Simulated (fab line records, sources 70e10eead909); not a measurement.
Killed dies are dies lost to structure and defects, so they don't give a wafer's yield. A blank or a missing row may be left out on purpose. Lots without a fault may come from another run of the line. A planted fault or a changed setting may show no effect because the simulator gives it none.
Which tool did it? | flow nand_harc | 6 lots, 17 wafers sampled, at 5 steps of a route of 1302

WHAT THE GAUGES READ, wafer by wafer
NHARC_END_SORT_01.
lot  | measured     | on        | killed_at_array
L383 | day 33 09:34 | prober-02 | 672 663
L385 | day 33 23:12 | prober-01 | 669 675 70

WHICH TOOL RAN EACH LOT (tool, then ch and the chambers of the sampled wafers, then the start)
lot  | NHARC_A_SLIT_DESCUM_14             | NHARC_A_SLIT_ETCH_17             | NHARC_A_WL_FILL_ALD_02              | NHARC_A_WL_FILL_ETCHBACK_04
L366 | rie_diel-03 ch 1,2,3, day 20 18:58 | har_etch-01 ch 0,1, day 20 21:50 | ald_metal-01 ch 0,1,3, day 21 08:50 | rie_metal-01 ch 0,1, day 21 09:39
L369 | rie_diel-05 ch 0,1,2, day 22 03:56 | har_etch-01 ch 0,1, day 22 08:34 | ald_metal-02 ch 2,3, day 22 21:59   | rie_metal-01 ch 0, day 22 22:51
L375 | rie_diel-05 ch 2,3, day 24 05:23   | har_etch-01 ch 0,1, day 24 07:38 | ald_metal-04 ch 2,3, day 24 18:23   | rie_metal-03 ch 0,1, day 24 19:10
L372 | rie_diel-05 ch 0,1,3, day 24 15:20 | har_etch-01 ch 0,1, day 24 16:35 | ald_metal-01 ch 0,2,3, day 25 04:58 | rie_metal-02 ch 0,1, day 25 05:49
L383 | rie_diel-05 ch 0,1, day 28 04:05   | har_etch-01 ch 0,1, day 28 05:21 | ald_metal-04 ch 0,1, day 28 17:41   | rie_metal-03 ch 0,1, day 28 18:32
L385 | rie_diel-03 ch 0,3, day 29 09:07   | har_etch-01 ch 0,1, day 29 10:22 | ald_metal-04 ch 0,1,2, day 29 22:47 | rie_metal-01 ch 0,1, day 29 23:50
- NHARC_A_SLIT_DESCUM_14: chemistry O2, time 3 s.
- NHARC_A_SLIT_ETCH_17: etches the open film in C4F8/O2/Ar, time 4254.5 s, target depth 20300 nm.
- NHARC_A_WL_FILL_ALD_02: deposits TiN, target thk 2 nm, pulse time 3 s, ald cycles 100.
- NHARC_A_WL_FILL_ETCHBACK_04: etches the open film in NF3, target depth 60 nm, time 120 s.

THE ANSWER, worked out from the rows above alone
Rule: what is usual is taken from the lots themselves. Put in order of their means at a reading, lots are off if they are a third of the lots or fewer, leave a main group of 4 or more, and stand apart from it by a gap of 3 or more times the standard deviation of the main group's means; of several such gaps the widest counts. A main group whose means are all the same, to the digits that the tables above print for the reading, isn't used. A lot without any number at a reading at which 4 lots or more have one is off too. The other lots that the step has rows for count as sound.
No lot is off at any reading shown: from this, nothing can be told.

WHAT THE SIMULATOR HAD PUT IN
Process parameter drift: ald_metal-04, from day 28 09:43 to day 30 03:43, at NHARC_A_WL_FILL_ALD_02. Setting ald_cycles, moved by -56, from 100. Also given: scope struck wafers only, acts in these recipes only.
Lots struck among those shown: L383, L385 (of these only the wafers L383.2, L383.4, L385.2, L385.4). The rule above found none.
